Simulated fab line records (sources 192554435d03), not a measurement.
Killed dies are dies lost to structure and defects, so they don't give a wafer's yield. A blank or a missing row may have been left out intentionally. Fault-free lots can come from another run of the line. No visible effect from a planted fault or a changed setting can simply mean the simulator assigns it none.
fab line records -- flow n5_finfet
record: lots: 9, wafers: 27, last_day: 16
route steps=1938 shown BEOL_M0@717 BEOL_M4@1111 PASSIVATION@1936
lots with no fault: from the same line, run without faults
start_h: hours from the record's first day to the start of the lot's first wafer shown -- wait_h: hours elapsed since this lot's preceding step -- " as in the row above -- L1.1+2: one row covering several wafers at once -- - either no value or no given start -- * or withheld: withheld -- < > ~ a bound
route shown NAME@n: names a module that has steps shown in the file, with the first one's number in the route -- usual: mean and standard deviation over wafers with no fault -- same: alike in all rows -- chamber/n: place in a boat -- sites: per-site readings -- _std_site: their standard deviation -- _edge_site: outer sites' mean less inner sites' -- radius_mm: for every site, how far away it sits from the centre of the wafer -- mask NAME#n: copy n -- behind: the last tool/chamber to shape the wafer -- hold: reason for holding the lot/hours on hold/outcome of the hold -- device: the n, p or np transistor that did not switch -- end of line: the tests these same wafers got at the end of their route -- a step without rows: its recipe alone -- killed: count of dies lost to structure and defects at first sort (not the wafer's yield) -- map: the dies of a wafer, with x for killed, . for not killed, _ for no die there
set.NAME: the setting as run; set.NAME@STEP: as run at that earlier step -- model.NAME: the simulator's own value behind a step, which no gauge read
a sample of lots followed through the steps of the route, with each step as a table and each wafer as a row
services: a tool's chamber out of use, with start hour (start_h, from the record's first day; less than 0 if before it), hours out, and reason
== steps ==
step: N5_BEOL_M0_STRIP_140
recipe: chemistry: CF4, resist: SiARC, power_w: 300, bias_power_w: 75, pressure_mtorr: 50, cf4_flow_sccm: 150, rf_frequency_hz: 6e+07
usual: drypump_motor_current_A: 5.8/0.55, oes_product_au: 0.78/0.075, power_w: 300.0/0.85, rf_vpp_V: 271.2/1.8, showerhead_plenum_p_Torr: 1.79/0.054, throttle_valve_pct: 13.60/0.27
lot.wafer,tool,chamber,start_h,wait_h,drypump_motor_current_A,oes_product_au,power_w,rf_hours_counter_h,rf_vpp_V,showerhead_plenum_p_Torr,throttle_valve_pct
L300.2,rie_diel-04,3,113.41,0.3,6.0,0.87,300.3,30,275.1,1.91,13.37
L300.5,rie_diel-04,3,113.41,0.3,6.0,0.87,300.2,-,276.5,1.91,13.37
L300.6,rie_diel-04,2,113.41,0.3,5.8,0.84,301.0,-,272.2,1.75,13.43
L303.1,rie_diel-02,0,131.15,0.2,5.3,0.89,301.3,12,271.9,1.76,13.00
L303.3,rie_diel-02,1,131.15,0.2,5.5,0.70,300.1,197,270.7,1.85,13.83
L303.5,rie_diel-02,1,131.15,0.2,5.5,0.71,299.8,-,270.5,1.85,13.81
L304.1,rie_diel-06,1,147.49,0.3,5.7,0.75,299.3,128,271.1,1.86,13.81
L304.3,rie_diel-06,2,147.49,0.3,6.0,0.74,299.8,146,271.5,1.73,13.47
L304.6,rie_diel-06,2,147.49,0.3,6.0,0.73,299.7,-,269.6,1.73,13.46
L306.1,rie_diel-04,0,151.30,0.2,6.5,0.68,300.3,234,270.0,1.77,13.86
L306.3,rie_diel-04,2,151.30,0.2,5.8,0.84,299.5,58,268.9,1.74,13.51
L306.6,rie_diel-04,2,151.30,0.2,5.9,0.83,300.2,-,271.0,1.74,13.48
L311.2,rie_diel-02,0,184.24,0.1,5.2,0.86,299.8,32,271.5,1.75,13.08
L311.4,rie_diel-02,1,184.24,0.1,5.5,0.70,300.5,216,273.5,1.85,13.86
L311.6,rie_diel-02,2,184.24,0.1,6.5,0.81,299.6,-,272.7,1.80,13.63
L312.1,rie_diel-02,0,187.71,0.1,5.2,0.85,300.4,33,270.4,1.75,13.08
L312.2,rie_diel-02,2,187.71,0.1,6.4,0.81,301.0,90,271.4,1.80,13.61
L312.4,rie_diel-02,1,187.71,0.1,5.5,0.69,299.6,217,272.4,1.85,13.88
L318.1,rie_diel-06,1,225.72,0.3,5.7,0.72,300.1,159,274.0,1.85,13.88
L318.4,rie_diel-06,2,225.72,0.3,5.9,0.71,299.8,176,270.7,1.72,13.52
L318.6,rie_diel-06,3,225.72,0.3,4.9,0.76,300.3,-,269.6,1.80,13.64
L319.1,rie_diel-06,2,233.11,0.1,5.9,0.71,299.6,178,268.5,1.72,13.54
L319.4,rie_diel-06,3,233.11,0.1,4.9,0.77,300.5,113,271.8,1.80,13.62
L319.5,rie_diel-06,1,233.11,0.1,5.7,0.71,299.0,-,274.6,1.85,13.89
L320.2,rie_diel-06,0,237.77,0.1,6.8,0.75,301.1,130,271.4,1.74,13.41
L320.3,rie_diel-06,3,237.77,0.1,4.9,0.77,300.1,114,270.3,1.80,13.64
L320.4,rie_diel-06,2,237.77,0.1,5.9,0.70,301.1,180,268.9,1.72,13.53
step: N5_BEOL_M0_DEGAS_112
recipe: ambient: vacuum, temp_c: 250, time_s: 60
usual: heater_power_w: 344/35
lot.wafer,tool,chamber,start_h,wait_h,heater_power_w
L300.2,pvd_sputter-01,-,114.25,0.3,373
L300.5,pvd_sputter-01,-,114.25,0.3,371
L300.6,pvd_sputter-01,-,114.25,0.3,322
L303.1,pvd_sputter-02,-,132.22,0.4,377
L303.3,pvd_sputter-02,-,132.22,0.4,291
L303.5,pvd_sputter-02,-,132.22,0.4,368
L304.1,pvd_sputter-02,-,148.93,0.0,321
L304.3,pvd_sputter-02,-,148.93,0.0,298
L304.6,pvd_sputter-02,-,148.93,0.0,320
L306.1,pvd_sputter-02,-,152.01,0.1,325
L306.3,pvd_sputter-02,-,152.01,0.1,369
L306.6,pvd_sputter-02,-,152.01,0.1,362
L311.2,pvd_sputter-02,-,185.01,0.2,298
L311.4,pvd_sputter-02,-,185.01,0.2,322
L311.6,pvd_sputter-02,-,185.01,0.2,369
L312.1,pvd_sputter-03,-,188.80,0.0,359
L312.2,pvd_sputter-03,-,188.80,0.0,385
L312.4,pvd_sputter-03,-,188.80,0.0,299
L318.1,pvd_sputter-02,-,227.21,0.7,386
L318.4,pvd_sputter-02,-,227.21,0.7,320
L318.6,pvd_sputter-02,-,227.21,0.7,390
L319.1,pvd_sputter-02,-,234.23,0.1,330
L319.4,pvd_sputter-02,-,234.23,0.1,385
L319.5,pvd_sputter-02,-,234.23,0.1,393
L320.2,pvd_sputter-02,-,239.34,0.4,358
L320.3,pvd_sputter-02,-,239.34,0.4,330
L320.4,pvd_sputter-02,-,239.34,0.4,377
step: N5_BEOL_M0_ALD_136
recipe: material: TaN, target_thk_a: *, temp_c: 275, ald_precursor_family: PDMAT, ald_co_reactant: NH3, pressure_torr: 3, carrier_flow_sccm: 1500, pulse_time_s: 2, purge_time_s: 3, co_reactant_purge_time_s: 2, co_reactant_pulse_time_s: 3, ald_cycles: 30, precursor_vessel_temp_c: 75, precursor_vessel_pressure_torr: 26.25, precursor_vessel_carrier_sccm: 1000
usual: heater_power_w: 435/43, precursor_vessel_carrier_sccm: 1000.1/2.8, purge_time_s: 3/0
lot.wafer,tool,chamber,start_h,wait_h,heater_power_w,precursor_vessel_carrier_sccm,purge_time_s,since_wet_clean_h
L300.2,ald_metal-01,0,114.36,0.0,436,997.6,3,2854
L300.5,ald_metal-01,2,114.36,0.0,478,996.6,3,-
L300.6,ald_metal-01,3,114.36,0.0,393,997.8,3,-
L303.1,ald_metal-04,0,132.32,0.0,400,1002.3,3,5949
L303.3,ald_metal-04,3,132.32,0.0,482,1006.2,3,5949
L303.5,ald_metal-04,2,132.32,0.0,491,996.9,3,-
L304.1,ald_metal-01,0,149.26,0.3,451,1003.1,3,2889
L304.3,ald_metal-01,3,149.26,0.3,396,1001.2,3,2889
L304.6,ald_metal-01,0,149.26,0.3,442,1001.8,3,-
L306.1,ald_metal-02,3,152.11,0.0,390,1003.6,3,4430
L306.3,ald_metal-02,2,152.11,0.0,425,999.7,3,4430
L306.6,ald_metal-02,0,152.11,0.0,438,997.7,3,-
L311.2,ald_metal-04,1,185.12,0.1,506,1004.0,3,6002
L311.4,ald_metal-04,2,185.12,0.1,487,999.7,3,6002
L311.6,ald_metal-04,2,185.12,0.1,491,999.6,3,-
L312.1,ald_metal-02,1,188.90,0.0,474,998.3,3,4467
L312.2,ald_metal-02,2,188.90,0.0,431,1005.4,3,4467
L312.4,ald_metal-02,0,188.90,0.0,424,999.3,3,4467
L318.1,ald_metal-01,1,227.35,0.1,376,1002.0,2.8633,2967
L318.4,ald_metal-01,0,227.35,0.1,428,1000.3,2.8633,2967
L318.6,ald_metal-01,0,227.35,0.1,429,995.6,2.8633,-
L319.1,ald_metal-01,0,234.36,0.1,437,996.8,2.8633,2974
L319.4,ald_metal-01,3,234.36,0.1,391,1003.3,2.8633,2974
L319.5,ald_metal-01,3,234.36,0.1,387,1001.8,2.8633,-
L320.2,ald_metal-02,2,239.45,0.0,424,996.6,3,4518
L320.3,ald_metal-02,1,239.45,0.0,470,996.5,3,4518
L320.4,ald_metal-02,1,239.45,0.0,471,997.3,3,-
step: N5_BEOL_M0_SPUTTER_134
recipe: material: Cu, target_thk_a: 40, temp_c: -20, chamber_pressure_pa: 0.07, power_w: withheld, time_s: 7.37
usual: throttle_valve_pct: 29.8/1.4
lot.wafer,tool,chamber,start_h,wait_h,throttle_valve_pct
L300.2,pvd_sputter-02,-,115.80,0.0,27.9
L300.5,pvd_sputter-02,-,115.80,0.0,27.9
L300.6,pvd_sputter-02,-,115.80,0.0,29.5
L303.1,pvd_sputter-02,-,133.13,0.0,28.0
L303.3,pvd_sputter-02,-,133.13,0.0,29.7
L303.5,pvd_sputter-02,-,133.13,0.0,30.0
L304.1,pvd_sputter-02,-,151.27,0.0,29.7
L304.3,pvd_sputter-02,-,151.27,0.0,29.2
L304.6,pvd_sputter-02,-,151.27,0.0,27.8
L306.1,pvd_sputter-03,-,153.28,0.0,31.5
L306.3,pvd_sputter-03,-,153.28,0.0,29.8
L306.6,pvd_sputter-03,-,153.28,0.0,31.6
L311.2,pvd_sputter-03,-,187.64,0.0,32.5
L311.4,pvd_sputter-03,-,187.64,0.0,31.7
L311.6,pvd_sputter-03,-,187.64,0.0,27.7
L312.1,pvd_sputter-03,-,189.89,0.0,27.8
L312.2,pvd_sputter-03,-,189.89,0.0,32.2
L312.4,pvd_sputter-03,-,189.89,0.0,31.6
L318.1,pvd_sputter-02,-,229.63,0.0,27.9
L318.4,pvd_sputter-02,-,229.63,0.0,29.5
L318.6,pvd_sputter-02,-,229.63,0.0,28.0
L319.1,pvd_sputter-02,-,236.55,0.0,29.2
L319.4,pvd_sputter-02,-,236.55,0.0,27.9
L319.5,pvd_sputter-02,-,236.55,0.0,29.6
L320.2,pvd_sputter-01,-,240.21,0.0,28.2
L320.3,pvd_sputter-01,-,240.21,0.0,30.3
L320.4,pvd_sputter-01,-,240.21,0.0,29.2
step: N5_BEOL_M4_RC_MEAS_101
usual: DIBL_N: 36.3/1, DIBL_P: 36.2/1.4, IOFF_N: 0.157/0.021, IOFF_P: 0.206/0.025, ION_N: 673/9, ION_P: 461/6.4, SS_N: 71.5/0.5, SS_P: 73.2/0.47, VT_N: 249.9/2.4, VT_P: -250.6/2.9
lot.wafer,tool,chamber,start_h,wait_h,DIBL_N[mV/V],DIBL_P[mV/V],IOFF_N[nA/um],IOFF_P[nA/um],ION_N[uA/um],ION_P[uA/um],SS_N[mV/dec],SS_P[mV/dec],VT_N[mV],VT_P[mV]
L300.2,prober-01,0,168.26,0.2,35.0,35.5,0.131,0.174,674,456,71.2,72.7,252.7,-254.4
L300.5,prober-01,0,168.26,0.2,35.3,34.7,0.128,0.170,664,452,71.7,73.0,252.4,-255.1
L300.6,prober-01,0,168.26,0.2,35.6,35.7,0.131,0.179,665,456,70.8,72.5,254.0,-254.1
L303.1,prober-02,0,173.09,0.0,36.7,35.9,0.175,0.204,683,460,71.6,73.8,249.0,-251.3
L303.3,prober-02,0,173.09,0.0,34.9,34.3,0.153,0.182,679,466,71.4,73.2,250.8,-252.4
L303.5,prober-02,0,173.09,0.0,36.6,36.5,0.190,0.208,689,462,71.7,74.1,248.7,-253.0
L306.1,prober-01,0,201.54,0.0,37.5,35.9,0.151,0.199,668,464,71.5,73.9,250.2,-249.6
L306.3,prober-01,0,201.54,0.0,39.5,38.7,0.202,0.242,686,467,72.3,73.3,246.9,-247.3
L306.6,prober-01,0,201.54,0.0,38.3,37.6,0.181,0.226,686,469,71.5,73.5,250.7,-250.6
L304.1,prober-01,0,203.23,0.0,35.1,35.5,0.132,0.191,675,465,70.5,72.7,252.1,-252.4
L304.3,prober-01,0,203.23,0.0,36.8,37.4,0.159,0.221,679,471,71.0,73.3,246.7,-248.8
L304.6,prober-01,0,203.23,0.0,36.6,37.1,0.158,0.216,679,464,71.9,72.9,248.5,-251.5
L311.2,prober-01,0,234.04,0.2,36.5,35.9,0.161,0.207,675,461,71.6,72.9,248.3,-252.3
L311.4,prober-01,0,234.04,0.2,35.9,35.9,0.152,0.208,670,465,71.8,72.8,250.5,-248.5
L311.6,prober-01,0,234.04,0.2,35.5,35.2,0.155,0.199,674,469,71.9,72.5,249.1,-248.3
L312.1,prober-02,0,237.13,0.0,37.0,37.4,0.161,0.206,671,460,71.6,73.0,253.7,-251.2
L312.2,prober-02,0,237.13,0.0,37.3,37.7,0.164,0.208,668,455,72.2,73.4,250.5,-253.6
L312.4,prober-02,0,237.13,0.0,37.2,38.3,0.170,0.222,687,462,72.1,72.6,247.8,-251.6
L318.1,prober-01,0,271.10,0.0,37.3,38.0,0.173,0.249,690,471,72.1,73.8,249.4,-244.6
L318.4,prober-01,0,271.10,0.0,37.6,38.4,0.181,0.255,685,480,72.4,73.7,245.4,-244.6
L318.6,prober-01,0,271.10,0.0,36.7,36.6,0.157,0.226,674,466,72.5,72.7,247.9,-248.5
L319.1,prober-02,0,281.11,0.0,37.5,35.7,0.148,0.179,665,448,71.8,73.4,251.7,-255.2
L319.4,prober-02,0,281.11,0.0,35.4,34.3,0.120,0.157,667,455,70.2,72.9,252.6,-255.0
L319.5,prober-02,0,281.11,0.0,35.9,34.6,0.132,0.162,660,455,72.1,72.3,252.5,-255.7
L320.2,prober-01,0,287.29,0.8,35.8,36.5,0.162,0.227,680,469,71.4,74.0,245.4,-247.4
L320.3,prober-01,0,287.29,0.8,34.6,35.0,0.136,0.198,670,467,71.5,72.7,251.9,-251.0
L320.4,prober-01,0,287.29,0.8,35.3,35.7,0.152,0.210,677,468,71.4,73.7,251.6,-245.4
step: N5_PASSIVATION_PROBE_49
usual: defect_limited_yield: 91.1/1.3, killed_at_M0_to_M3: 36/10, killed_at_M4_up: 14/4.4, killed_at_contacts: 14/5.7, killed_at_front_end: 39/9.4, killed_at_other: 2.9/2.6, killed_dies: 105/15, killed_open: 70/12, killed_short: 34/7.1, sort_bin_5_function: 5.3/0.77, sort_bin_6_memory: 3.3/0.66, sort_n_pass: 1075/15, sort_yield_pct: 91.1/1.3
same: gross_dies: 1180, killed_at_back_side: 0, sort_bin_4_leakage[%]: 0, sort_bin_8_speed[%]: 0
lot.wafer,tool,chamber,start_h,wait_h,defect_limited_yield[%],killed_at_M0_to_M3,killed_at_M4_up,killed_at_contacts,killed_at_front_end,killed_at_other,killed_dies,killed_open,killed_short,sort_bin_5_function[%],sort_bin_6_memory[%],sort_n_pass,sort_yield_pct[%]
L318.1,prober-01,-,373.43,0.0,92.2,31,10,18,31,2,92,61,26,4.7,2.9,1088,92.2
L319.1,prober-02,-,389.50,0.0,90.8,30,23,17,38,0,108,80,25,5.6,3.4,1072,90.8
L319.4,prober-02,-,389.65,0.2,92.5,35,10,11,33,0,89,58,29,3.8,3.6,1091,92.5
L319.5,prober-02,-,389.70,0.2,90.8,32,19,13,41,3,108,79,28,5.3,3.7,1072,90.8
killed by level:class
L318.1 MOL_CONTACT_COAG:geometric_particle:open=15 FIN_SAQP:geometric_particle:open=8 BEOL_M2:geometric_particle:open=8 BEOL_M0_SAQP:geometric_particle:open=7 STI_FIN_REVEAL:geometric_particle:open=6 GATE_CUT:geometric_particle:short=5 BEOL_M0_SAQP:geometric_particle:short=5 BEOL_M4:geometric_particle:open=4
L319.1 MOL_CONTACT_COAG:geometric_particle:open=13 STI_FIN_REVEAL:geometric_particle:open=12 BEOL_M3:geometric_particle:open=9 BEOL_M0_SAQP:geometric_particle:short=8 GATE_CUT:geometric_particle:open=7 BEOL_M4:geometric_particle:open=7 FIN_SAQP:geometric_particle:open=6 BEOL_M5:geometric_particle:open=5
L319.4 BEOL_M1:geometric_particle:open=11 BEOL_M3:geometric_particle:open=9 STI_FIN_REVEAL:geometric_particle:open=8 FIN_SAQP:geometric_particle:open=7 BEOL_M3:geometric_particle:short=7 GATE_CUT:geometric_particle:short=5 MOL_CONTACT_COAG:geometric_particle:open=5 MOL_CONTACT_COAG:geometric_particle:short=4
L319.5 BEOL_M3:geometric_particle:open=13 STI_FIN_REVEAL:geometric_particle:open=12 MOL_CONTACT_COAG:geometric_particle:open=12 FIN_SAQP:geometric_particle:short=8 BEOL_M3:geometric_particle:short=8 BEOL_M4:geometric_particle:open=8 FIN_SAQP:geometric_particle:open=5 STI_FIN_REVEAL:geometric_particle:short=5
== services ==
tool,chamber,start_h,hours,kind
rie_diel-04,0,96.47,9.4,repair
ald_metal-04,-,106.56,0.5,repair
rie_diel-04,1,108.49,18.2,repair
ald_metal-01,0,120.42,5.1,repair
ald_metal-01,2,122.27,1.8,repair
pvd_sputter-02,-,125.20,3.7,repair
rie_diel-04,1,151.30,-,clean
rie_diel-04,1,151.30,-,consumable_replace:focus_ring
rie_diel-04,1,151.30,20.6,scheduled_down
rie_diel-04,1,151.30,20.6,vent_cycle
rie_diel-06,2,154.30,2.7,repair
rie_diel-02,-,187.98,14.6,pm
rie_diel-04,0,191.11,-,clean
rie_diel-04,0,191.11,-,consumable_replace:focus_ring
rie_diel-04,0,191.11,17.0,scheduled_down
rie_diel-04,0,191.11,17.0,vent_cycle
ald_metal-02,-,201.78,6.0,pm
rie_diel-04,1,209.25,5.5,repair
ald_metal-02,0,223.66,15.9,repair
rie_diel-04,0,234.06,1.5,repair
== key ==
first_sign: step: N5_BEOL_M0_ALD_136, reading: purge_time_s, direction: down, sigmas: 99+, usual: *, struck: *
effect none on later readings
met_at N5_BEOL_M0_ALD_136
struck_lots L318,L319
not_acting_at N5_BEOL_M0_STRIP_140,N5_BEOL_M0_DEGAS_112,N5_BEOL_M0_SPUTTER_134
onset_between 149.26 227.35
earlier_fault: kind: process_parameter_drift, tool: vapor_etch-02, chamber: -, onset_h: 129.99, steps: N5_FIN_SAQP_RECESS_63, channel: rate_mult, offset: 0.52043, shape: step
earlier_fault: kind: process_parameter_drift, tool: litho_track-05, chamber: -, onset_h: 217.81, steps: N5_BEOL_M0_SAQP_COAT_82, channel: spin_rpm, offset: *, shape: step, acts_in: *, stated: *
fault: kind: process_parameter_drift, tool: ald_metal-01, chamber: -, onset_h: 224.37, steps: N5_BEOL_M0_ALD_136, channel: purge_time_s, offset: *, shape: step, acts_in: *, stated: *
